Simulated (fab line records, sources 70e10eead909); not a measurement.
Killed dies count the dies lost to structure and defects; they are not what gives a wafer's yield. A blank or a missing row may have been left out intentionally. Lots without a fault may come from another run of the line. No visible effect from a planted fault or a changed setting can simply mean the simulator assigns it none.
What tool caused it?    flow nand harc    24 lots with 72 wafers sampled at 6 steps, on a route of 1302 steps

== WHAT EACH GAUGE READ, for each wafer ==
No reading from a measuring or inspecting step in the record can be judged against a usual standard deviation.

== WHICH TOOL RAN EACH LOT (tool, then ch and the chambers of the sampled wafers, then the start) ==
lot   NHARC_A_STAIRCASE_ETCH_230                     NHARC_A_STAIRCASE_ETCH_253          NHARC_A_STAIRCASE_ETCH_451                     NHARC_A_STAIRCASE_STRIP_274                    NHARC_A_STAIRCASE_DESCUM_312        NHARC_A_STAIRCASE_ETCH_315
L074  rie diel-04 ch 0,3, day 15 16:15 or earlier    rie diel-09 ch 0,2,3, day 15 16:15  rie diel-09 ch 0,2,3, day 16 09:40 or earlier  rie diel-09 ch 1,2,3, day 16 09:40 or earlier  rie diel-04 ch 0,1,2, day 16 09:40  rie diel-04 ch 1,2,3, no start
L075  rie diel-01 ch 0,2,3, day 16 13:35 or earlier  rie diel-04 ch 0,1,2, day 16 13:35  rie diel-04 ch 0,1, day 16 21:08               rie diel-09 ch 0,2,3, day 16 22:49             rie diel-01 ch 0,1,3, day 17 11:56  rie diel-01 ch 0,1,2, no start
L077  rie diel-09 ch 0,3, day 17 04:32 or earlier    rie diel-04 ch 0,3, day 17 04:32    rie diel-01 ch 2,3, day 17 19:50 or earlier    rie diel-01 ch 2,3, day 17 19:50 or earlier    rie diel-01 ch 0,1, day 17 19:50    rie diel-01 ch 0,1,2, no start
L076  rie diel-09 ch 2,3, day 17 06:02 or earlier    rie diel-01 ch 0,1, day 17 06:02    rie diel-09 ch 0,1, day 17 21:23 or earlier    rie diel-09 ch 0,1, day 17 21:23 or earlier    rie diel-09 ch 0,1, day 17 21:23    rie diel-09 ch 1,3, no start
L078  rie diel-09 ch 0,3, day 18 04:49 or earlier    rie diel-09 ch 0,1, day 18 04:49    rie diel-09 ch 1,2, day 19 03:14 or earlier    rie diel-09 ch 0,1,3, day 19 03:14 or earlier  rie diel-04 ch 2,3, day 19 03:14    rie diel-04 ch 1,2,3, no start
L079  rie diel-09 ch 0,1,3, day 18 06:08 or earlier  rie diel-09 ch 0,1, day 18 06:08    rie diel-01 ch 0,2,3, day 19 08:20 or earlier  rie diel-01 ch 1,3, day 19 08:20 or earlier    rie diel-01 ch 0,2,3, day 19 08:20  rie diel-01 ch 0,2, no start
L080  rie diel-01 ch 0,1,3, day 18 06:40 or earlier  rie diel-01 ch 0,2, day 18 06:40    rie diel-04 ch 0,1, day 19 09:04 or earlier    rie diel-04 ch 0,1,3, day 19 09:04 or earlier  rie diel-04 ch 0,2,3, day 19 09:04  rie diel-04 ch 1,2, no start
L081  rie diel-09 ch 0,1,3, day 19 03:23 or earlier  rie diel-09 ch 0,1,2, day 19 03:23  rie diel-04 ch 0,1,2, day 20 00:30 or earlier  rie diel-04 ch 0,2,3, day 20 00:30 or earlier  rie diel-09 ch 0,1,2, day 20 00:30  rie diel-09 ch 0,1,2, no start
L082  rie diel-09 ch 1,3, day 19 08:26 or earlier    rie diel-04 ch 0,1,2, day 19 08:26  rie diel-01 ch 2,3, day 20 02:22 or earlier    rie diel-01 ch 0,3, day 20 02:22 or earlier    rie diel-04 ch 0,2, day 20 02:22    rie diel-04 ch 0,1,2, no start
L083  rie diel-01 ch 0,2,3, day 19 17:47 or earlier  rie diel-09 ch 0,1, day 19 17:47    rie diel-04 ch 0,1,3, day 20 11:25 or earlier  rie diel-04 ch 1,2,3, day 20 11:25 or earlier  rie diel-01 ch 1,2, day 20 11:25    rie diel-01 ch 1,3, no start
L085  rie diel-01 ch 0,2,3, day 20 15:59 or earlier  rie diel-09 ch 0,1,2, day 20 15:59  rie diel-09 ch 0,2,3, day 21 07:33 or earlier  rie diel-09 ch 1,2,3, day 21 07:33 or earlier  rie diel-09 ch 0,2,3, day 21 07:33  rie diel-09 ch 0,2,3, no start
L084  rie diel-09 ch 2,3, day 20 16:17 or earlier    rie diel-09 ch 0,1, day 20 16:17    rie diel-04 ch 0,1, day 21 08:42 or earlier    rie diel-04 ch 0,1,3, day 21 08:42 or earlier  rie diel-04 ch 0,1, day 21 08:42    rie diel-04 ch 0,3, no start
L086  rie diel-09 ch 0,1, day 20 23:19 or earlier    rie diel-09 ch 0,1,3, day 20 23:19  rie diel-04 ch 0,1,3, day 21 17:34 or earlier  rie diel-04 ch 1,2, day 21 17:34 or earlier    rie diel-01 ch 1,2, day 21 17:34    rie diel-01 ch 2,3, no start
L087  rie diel-01 ch 0,1,2, day 21 07:11 or earlier  rie diel-01 ch 0,3, day 21 07:11    rie diel-04 ch 1,3, day 22 01:48 or earlier    rie diel-04 ch 0,2, day 22 01:48 or earlier    rie diel-01 ch 1,2, day 22 01:48    rie diel-01 ch 1,2,3, no start
L089  rie diel-01 ch 0,1,2, day 22 10:23 or earlier  rie diel-01 ch 1,2, day 22 10:23    rie diel-09 ch 0,1,3, day 23 02:37 or earlier  rie diel-09 ch 0,1, day 23 02:37 or earlier    rie diel-01 ch 0,2, day 23 02:37    rie diel-01 ch 0,2,3, no start
L088  rie diel-09 ch 0,3, day 22 10:34 or earlier    rie diel-09 ch 1,3, day 22 10:34    rie diel-04 ch 0,2,3, day 23 09:13 or earlier  rie diel-04 ch 1,3, day 23 09:13 or earlier    rie diel-01 ch 1,2,3, day 23 09:13  rie diel-01 ch 0,1,2, no start
L091  rie diel-09 ch 1,3, day 22 20:15 or earlier    rie diel-01 ch 0,1,3, day 22 20:15  rie diel-04 ch 0,1,3, day 23 15:01 or earlier  rie diel-04 ch 0,1,2, day 23 15:01 or earlier  rie diel-04 ch 0,1,3, day 23 15:01  rie diel-04 ch 0,1,2, no start
L090  rie diel-01 ch 0,1,2, day 22 20:40 or earlier  rie diel-04 ch 1,2,3, day 22 20:40  rie diel-04 ch 1,2, day 23 16:14 or earlier    rie diel-04 ch 0,3, day 23 16:14 or earlier    rie diel-04 ch 0,2, day 23 16:14    rie diel-04 ch 0,1,3, no start
L092  rie diel-09 ch 0,3, day 23 10:49 or earlier    rie diel-09 ch 1,3, day 23 10:49    rie diel-04 ch 0,2,3, day 24 07:38 or earlier  rie diel-04 ch 0,3, day 24 07:38 or earlier    rie diel-04 ch 0,2, day 24 07:38    rie diel-04 ch 0,2, no start
L093  rie diel-09 ch 0,3, day 24 08:00 or earlier    rie diel-04 ch 0,1,2, day 24 08:00  rie diel-04 ch 0,1,3, day 25 05:13 or earlier  rie diel-04 ch 0,3, day 25 05:13 or earlier    rie diel-09 ch 1,2,3, day 25 05:13  rie diel-09 ch 1,2,3, no start
L094  rie diel-04 ch 0,2,3, day 24 07:44 or earlier  rie diel-09 ch 0,1,3, day 24 07:44  rie diel-09 ch 0,2,3, day 24 16:50 or earlier  rie diel-01 ch 0,2,3, day 24 16:50             rie diel-09 ch 0,1, day 25 01:41    rie diel-09 ch 0,2,3, no start
L095  rie diel-09 ch 1,2, day 25 02:35 or earlier    rie diel-01 ch 0,3, day 25 02:35    rie diel-01 ch 0,2, day 25 17:21 or earlier    rie diel-01 ch 1,2, day 25 17:21 or earlier    rie diel-09 ch 0,2,3, day 25 17:21  rie diel-09 ch 0,2,3, no start
L096  rie diel-01 ch 0,1, day 25 05:35 or earlier    rie diel-01 ch 0,2,3, day 25 05:35  rie diel-09 ch 0,2, day 25 22:02 or earlier    rie diel-09 ch 2,3, day 25 22:02 or earlier    rie diel-01 ch 0,1, day 25 22:02    rie diel-01 ch 0,1, no start
L097  rie diel-01 ch 0,1, day 25 07:20 or earlier    rie diel-09 ch 0,1,3, day 25 07:20  rie diel-09 ch 1,2,3, day 26 00:08 or earlier  rie diel-09 ch 0,1,3, day 26 00:08 or earlier  rie diel-01 ch 0,2,3, day 26 00:08  rie diel-01 ch 0,1, no start
- NHARC_A_STAIRCASE_ETCH_230: etches the open film in C4F8/O2, target depth 100 nm, time 40.5 s.
- NHARC_A_STAIRCASE_ETCH_253: etches the open film in C4F8/O2, target depth 50 nm, time 20.2 s.
- NHARC_A_STAIRCASE_ETCH_451: etches the open film in CF4/O2, target depth 30 nm, overetch 3 nm, time 16.5 s.
- NHARC_A_STAIRCASE_STRIP_274: strips in O2.
- NHARC_A_STAIRCASE_DESCUM_312: chemistry O2, time 3 s.
- NHARC_A_STAIRCASE_ETCH_315: etches the open film in C4F8/O2/Ar, target depth 2500 nm, time 607.1 s.

== AS READ BY THE TOOLS THEMSELVES (means over the sampled wafers that have a number; for cases with no such wafer, the mark the record gives instead) ==
NHARC_A_STAIRCASE_ETCH_230. Usual: oes product au 0.950 a.u., standard deviation 0.015; rf vpp V 895 V, standard deviation 5.7.
lot   tool         oes product au (a.u.)  rf vpp V (V)  flag
L074  rie diel-04  0.938                  891           
L075  rie diel-01  0.952                  892           
L077  rie diel-09  0.956                  897           
L076  rie diel-09  0.965                  895           
L078  rie diel-09  0.924                  897           
L079  rie diel-09  0.933                  898           
L080  rie diel-01  0.952                  889           
L081  rie diel-09  0.949                  897           
L082  rie diel-09  0.976                  902           
L083  rie diel-01  0.971                  892           
L085  rie diel-01  0.945                  892           
L084  rie diel-09  0.962                  897           
L086  rie diel-09  0.935                  896           
L087  rie diel-01  0.944                  890           
L089  rie diel-01  0.964                  891           
L088  rie diel-09  0.947                  897           
L091  rie diel-09  0.948                  901           
L090  rie diel-01  0.951                  890           
L092  rie diel-09  0.939                  895           
L093  rie diel-09  0.921                  898           
L094  rie diel-04  0.970                  897           
L095  rie diel-09  0.942                  895           
L096  rie diel-01  0.940                  893           
L097  rie diel-01  0.966                  893           

NHARC_A_STAIRCASE_ETCH_253. Usual: oes product au 0.955 a.u., standard deviation 0.02; rf vpp V 896 V, standard deviation 5.4.
lot   tool         oes product au (a.u.)  rf vpp V (V)  flag
L074  rie diel-09  0.970                  896           
L075  rie diel-04  0.975                  897           
L077  rie diel-04  0.969                  902           
L076  rie diel-01  0.971                  888           
L078  rie diel-09  0.963                  898           
L079  rie diel-09  0.963                  898           
L080  rie diel-01  0.923                  891           
L081  rie diel-09  0.968                  895           
L082  rie diel-04  0.931                  896           
L083  rie diel-09  0.964                  896           
L085  rie diel-09  0.974                  896           
L084  rie diel-09  0.970                  896           
L086  rie diel-09  0.922                  899           
L087  rie diel-01  0.975                  888           
L089  rie diel-01  0.931                  894           
L088  rie diel-09  0.950                  901           
L091  rie diel-01  0.978                  887           
L090  rie diel-04  0.965                  900           
L092  rie diel-09  0.952                  900           
L093  rie diel-04  0.943                  896           
L094  rie diel-09  0.937                  897           
L095  rie diel-01  0.967                  900           
L096  rie diel-01  0.939                  897           
L097  rie diel-09  0.973                  898           

NHARC_A_STAIRCASE_ETCH_451. Usual: drypump motor current A 5.6 A, standard deviation 0.37; oes product au 0.998 a.u., standard deviation 0.0073; rf vpp V 197.9 V, standard deviation 1.3; showerhead plenum p Torr 1.34 Torr, standard deviation 0.053; throttle valve pct 13.398 %, standard deviation 0.0092.
lot   tool         drypump motor current A (A)  oes product au (a.u.)  rf vpp V (V)  showerhead plenum p Torr (Torr)  throttle valve pct (%)  flag
L074  rie diel-09  5.4                          0.998                  197.6         1.33                             13.403                  
L075  rie diel-04  5.5                          0.994                  198.2         1.33                             13.398                  
L077  rie diel-01  6.2                          0.996                  196.2         1.30                             13.409                  
L076  rie diel-09  5.3                          0.994                  197.9         1.34                             13.404                  
L078  rie diel-09  5.4                          1.004                  197.3         1.36                             13.397                  
L079  rie diel-01  5.9                          1.003                  196.6         1.29                             13.390                  
L080  rie diel-04  5.6                          0.998                  197.9         1.34                             13.402                  
L081  rie diel-04  5.5                          0.984                  198.7         1.34                             13.394                  
L082  rie diel-01  6.2                          0.994                  196.9         1.30                             13.392                  
L083  rie diel-04  5.8                          1.000                  198.2         1.37                             13.402                  
L085  rie diel-09  5.4                          1.007                  197.0         1.32                             13.401                  
L084  rie diel-04  5.5                          1.002                  196.2         1.32                             13.406                  
L086  rie diel-04  5.8                          0.993                  198.3         1.37                             13.393                  
L087  rie diel-04  6.0                          0.996                  198.2         1.39                             13.399                  
L089  rie diel-09  5.3                          1.001                  198.3         1.36                             13.397                  
L088  rie diel-04  5.7                          0.990                  198.6         1.36                             13.399                  
L091  rie diel-04  5.8                          1.003                  198.5         1.36                             13.393                  
L090  rie diel-04  5.7                          0.999                  198.4         1.36                             13.398                  
L092  rie diel-04  5.7                          0.986                  197.2         1.36                             13.391                  
L093  rie diel-04  5.8                          0.988                  198.7         1.36                             13.392                  
L094  rie diel-09  5.4                          0.998                  197.1         1.32                             13.398                  
L095  rie diel-01  5.6                          0.996                  198.2         1.38                             13.403                  
L096  rie diel-09  5.3                          1.006                  196.3         1.29                             13.386                  
L097  rie diel-09  5.4                          1.003                  198.4         1.35                             13.399                  

NHARC_A_STAIRCASE_STRIP_274. Usual: drypump motor current A 5.6 A, standard deviation 0.39; oes product au 1.000 a.u., standard deviation 0.0084; rf vpp V 57.9 V, standard deviation 0.87; showerhead plenum p Torr 3.55 Torr, standard deviation 0.15; throttle valve pct 17.037 %, standard deviation 0.0086.
lot   tool         drypump motor current A (A)  oes product au (a.u.)  rf vpp V (V)  showerhead plenum p Torr (Torr)  throttle valve pct (%)  flag
L074  rie diel-09  5.4                          1.005                  57.6          3.59                             17.036                  
L075  rie diel-09  5.4                          1.001                  57.9          3.52                             17.033                  
L077  rie diel-01  6.2                          0.986                  58.0          3.44                             17.042                  
L076  rie diel-09  5.3                          1.000                  58.5          3.60                             17.045                  
L078  rie diel-09  5.3                          1.008                  58.5          3.60                             17.031                  
L079  rie diel-01  5.6                          0.996                  57.3          3.33                             17.035                  
L080  rie diel-04  5.8                          0.996                  58.2          3.62                             17.032                  
L081  rie diel-04  5.7                          1.000                  57.6          3.61                             17.037                  
L082  rie diel-01  6.3                          0.997                  57.1          3.33                             17.035                  
L083  rie diel-04  5.8                          1.012                  58.2          3.65                             17.025                  
L085  rie diel-09  5.4                          1.009                  57.9          3.57                             17.028                  
L084  rie diel-04  5.8                          1.003                  58.4          3.61                             17.033                  
L086  rie diel-04  5.5                          0.995                  57.4          3.58                             17.029                  
L087  rie diel-04  5.4                          0.994                  57.9          3.53                             17.041                  
L089  rie diel-09  5.3                          1.007                  57.6          3.52                             17.040                  
L088  rie diel-04  6.1                          1.000                  58.6          3.71                             17.039                  
L091  rie diel-04  5.5                          0.995                  57.0          3.53                             17.030                  
L090  rie diel-04  5.7                          0.995                  57.7          3.55                             17.042                  
L092  rie diel-04  5.7                          0.987                  58.7          3.55                             17.038                  
L093  rie diel-04  5.7                          1.003                  58.2          3.55                             17.033                  
L094  rie diel-01  5.9                          0.997                  58.4          3.57                             17.041                  
L095  rie diel-01  5.4                          0.993                  57.3          3.38                             17.037                  
L096  rie diel-09  5.5                          1.010                  57.9          3.47                             17.038                  
L097  rie diel-09  5.3                          1.003                  57.1          3.57                             17.037                  

NHARC_A_STAIRCASE_DESCUM_312. Usual: drypump motor current A 5.6 A, standard deviation 0.42; oes product au 0.998 a.u., standard deviation 0.0084; rf vpp V 57.7 V, standard deviation 0.9; showerhead plenum p Torr 1.90 Torr, standard deviation 0.093; throttle valve pct 11.310 %, standard deviation 0.0087.
lot   tool         drypump motor current A (A)  oes product au (a.u.)  rf vpp V (V)  showerhead plenum p Torr (Torr)  throttle valve pct (%)  flag
L074  rie diel-04  5.5                          0.995                  57.7          1.93                             11.297                  
L075  rie diel-01  5.8                          0.996                  57.6          1.80                             11.309                  
L077  rie diel-01  5.4                          0.992                  56.7          1.79                             11.310                  
L076  rie diel-09  5.3                          1.001                  57.6          1.92                             11.306                  
L078  rie diel-04  5.7                          1.000                  58.9          1.98                             11.304                  
L079  rie diel-01  5.9                          0.992                  57.4          1.85                             11.323                  
L080  rie diel-04  5.7                          0.995                  58.4          1.96                             11.310                  
L081  rie diel-09  5.4                          1.008                  58.1          1.90                             11.315                  
L082  rie diel-04  5.4                          1.005                  57.8          1.92                             11.308                  
L083  rie diel-01  5.4                          0.991                  58.0          1.90                             11.309                  
L085  rie diel-09  5.3                          0.998                  57.4          1.90                             11.306                  
L084  rie diel-04  5.5                          0.994                  58.1          1.90                             11.314                  
L086  rie diel-01  5.4                          0.996                  57.8          1.89                             11.313                  
L087  rie diel-01  5.3                          0.993                  57.0          1.84                             11.307                  
L089  rie diel-01  5.7                          0.995                  57.4          1.83                             11.314                  
L088  rie diel-01  5.7                          0.996                  57.8          1.84                             11.308                  
L091  rie diel-04  5.8                          0.984                  57.7          1.95                             11.313                  
L090  rie diel-04  5.4                          0.993                  58.5          1.91                             11.319                  
L092  rie diel-04  5.4                          0.989                  58.6          1.91                             11.310                  
L093  rie diel-09  5.4                          1.015                  57.8          1.93                             11.302                  
L094  rie diel-09  5.3                          1.012                  58.9          1.94                             11.308                  
L095  rie diel-09  5.3                          1.004                  57.7          1.89                             11.316                  
L096  rie diel-01  5.4                          0.994                  58.0          1.87                             11.308                  
L097  rie diel-01  5.9                          0.992                  57.6          1.93                             11.315                  

NHARC_A_STAIRCASE_ETCH_315. Usual: oes product au 0.932 a.u., standard deviation 0.0093; rf vpp V 1825 V, standard deviation 12.
lot   tool         oes product au (a.u.)  rf vpp V (V)  flag
L074  rie diel-04  0.924                  1837          
L075  rie diel-01  0.936                  1818          
L077  rie diel-01  0.921                  1818          
L076  rie diel-09  0.935                  1838          
L078  rie diel-04  0.935                  1837          
L079  rie diel-01  0.926                  1817          
L080  rie diel-04  0.932                  1830          
L081  rie diel-09  0.939                  1825          
L082  rie diel-04  0.947                  1828          
L083  rie diel-01  0.933                  1812          
L085  rie diel-09  0.945                  1825          
L084  rie diel-04  0.931                  1829          
L086  rie diel-01  0.918                  1818          
L087  rie diel-01  0.929                  1817          
L089  rie diel-01  0.926                  1817          
L088  rie diel-01  0.928                  1815          
L091  rie diel-04  0.928                  1827          
L090  rie diel-04  0.920                  1831          
L092  rie diel-04  0.919                  1826          
L093  rie diel-09  0.934                  1829          
L094  rie diel-09  0.948                  1825          
L095  rie diel-09  0.938                  1823          
L096  rie diel-01  0.926                  1834          
L097  rie diel-01  0.933                  1821          

== THE ANSWER, worked out from the rows above alone ==
Rule: a lot counts as off when the mean over its wafers that have a number is more than 3 standard deviations away from the usual mean. A lot without any number at a reading at which 4 lots or more have one is off too. The other lots that the step has rows for count as sound. First the gauges in route order, then the tools' own readings, where a lot's mean is used as printed above. At the first step where some lot is off, the reading lying furthest off is the one used; lots without a number count as furthest.
None of the lots is off at any reading shown; this tells nothing.

== WHAT THE SIMULATOR HAD PUT IN ==
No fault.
